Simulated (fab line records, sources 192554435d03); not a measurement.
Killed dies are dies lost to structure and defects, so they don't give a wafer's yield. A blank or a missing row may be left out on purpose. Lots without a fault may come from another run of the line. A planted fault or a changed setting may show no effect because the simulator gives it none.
A struck lot beside a sound one | flow n5_finfet | 23 steps out of a route of 1938
Sound: wafers L396.1, L396.3, L396.4. Struck: wafers L400.2, L400.4, L400.6. The cause comes at the end.
At each step with rows: each side's tool, then ch and its chambers, then its first start. Under that, the readings that differ: sound wafers | struck wafers | difference of the means | sigmas: that difference in standard deviations of wafers without a fault.
alike: readings whose means differ by less than 2 such deviations, and words and numbers that are the same on both sides. not compared: withheld readings, readings that some wafer has no value for, bounds like >300 that may hide the same value, and numbers for which the record gives no deviation and whose values overlap.
The two part at a step that has a row with sigmas, a row that says differs or no value, or rows on one side only. Numbers that don't overlap but have no deviation are shown without sigmas and don't part them. A reading that every wafer of one side lacks parts them only if that side has two wafers or more.

first, 9 steps without rows for these wafers: N5_WELL_APT_DESCUM_30 (chemistry O2, time 7.9 s); N5_WELL_APT_IMPLANT_31; N5_WELL_APT_IMPLANT_32; N5_WELL_APT_STRIP_33 (strips in SPM, time 900 s); N5_WELL_APT_RTA_34 (time 10 s); N5_WELL_APT_OXIDE_STRIP_42 (strips SiO2 in dHF, time 45 s, target depth 12 nm); N5_WELL_APT_PRECLEAN_36 (cleans in O3/DIW, time 45 s); N5_WELL_APT_PRECLEAN_39 (cleans in dHF, time 60 s); N5_WELL_APT_SRD_37 (time 30 s).
N5_WELL_APT_EPI_41: deposits Si from SiH4/H2, target thk 50 nm, time 297.7 s.
  sound on epi_rpcvd-01 ch 0, day 2 10:20; struck on epi_rpcvd-01 ch 0, day 3 10:13
  alike: throttle_valve_pct
N5_WELL_APT_INSPECT_38: inspects for defects (darkfield).
  sound on defect_inspect-01, day 2 10:59; struck on defect_inspect-01, day 3 10:56
  reading          | sound    | struck      | difference | sigmas
  raw_defect_count | 17 12 11 | 635 699 701 | +665       | +99 or more
then, 8 steps without rows for these wafers: N5_PMOS_HMC_CHANNEL_EPI_HM_DEP_34 (deposits SiO2 from TEOS/O2, target thk 36 nm, time 6.9 s); N5_PMOS_HMC_CHANNEL_EPI_COAT_31 (time 60 s, resist thk 66 nm); N5_PMOS_HMC_CHANNEL_EPI_COAT_03 (resist thk 205 nm); N5_PMOS_HMC_CHANNEL_EPI_EBR_05; N5_PMOS_HMC_CHANNEL_EPI_SOFTBAKE_04 (time 60 s); N5_PMOS_HMC_CHANNEL_EPI_EXPOSE_06 (exposes mask PMOS HMC BLK, target cd 240 nm); N5_PMOS_HMC_CHANNEL_EPI_PEB_07 (peb time 60 s); N5_PMOS_HMC_CHANNEL_EPI_DEVELOP_08 (develop time 30 s).
N5_PMOS_HMC_CHANNEL_EPI_INSPECT_11: inspects for defects (macro).
  sound on defect_inspect-01, day 2 11:29; struck on defect_inspect-02, day 3 11:25
  reading          | sound | struck         | difference | sigmas
  raw_defect_count | 3 0 3 | >300 >300 >300 | differs    |
then, 1 step without rows for these wafers: N5_PMOS_HMC_CHANNEL_EPI_DESCUM_14 (chemistry O2, time 7.9 s).
-- the record jumps here: 7 days lie between the struck wafers' starts before and after (it left off in module PMOS_HMC_CHANNEL_EPI and takes up again in module BEOL_M4, whose first step shown is number 1111 of the route) --
N5_BEOL_M4_RC_MEAS_101:
  sound on prober-02 ch 0, day 8 14:03; struck on prober-02 ch 0, day 10 04:13
  reading   | sound             | struck            | difference | sigmas
  VT_N (mV) | 256.6 257.2 257.9 | 248.4 254.4 248.1 | -6.9       | -2
  alike: DIBL_N, DIBL_P, IOFF_N, IOFF_P, ION_N, ION_P, SS_N, SS_P, VT_P
-- the record jumps here: 5 days lie between the struck wafers' starts before and after (it left off in module BEOL_M4 and takes up again in module PASSIVATION, whose first step shown is number 1936 of the route) --
N5_PASSIVATION_PROBE_49:
  the record has rows for the struck wafers here (prober-01, day 15 00:33) and none for the sound ones

WHERE THEY PART
First at N5_WELL_APT_INSPECT_38; last, within this record, at N5_PASSIVATION_PROBE_49.

WHY: what the simulator had put in
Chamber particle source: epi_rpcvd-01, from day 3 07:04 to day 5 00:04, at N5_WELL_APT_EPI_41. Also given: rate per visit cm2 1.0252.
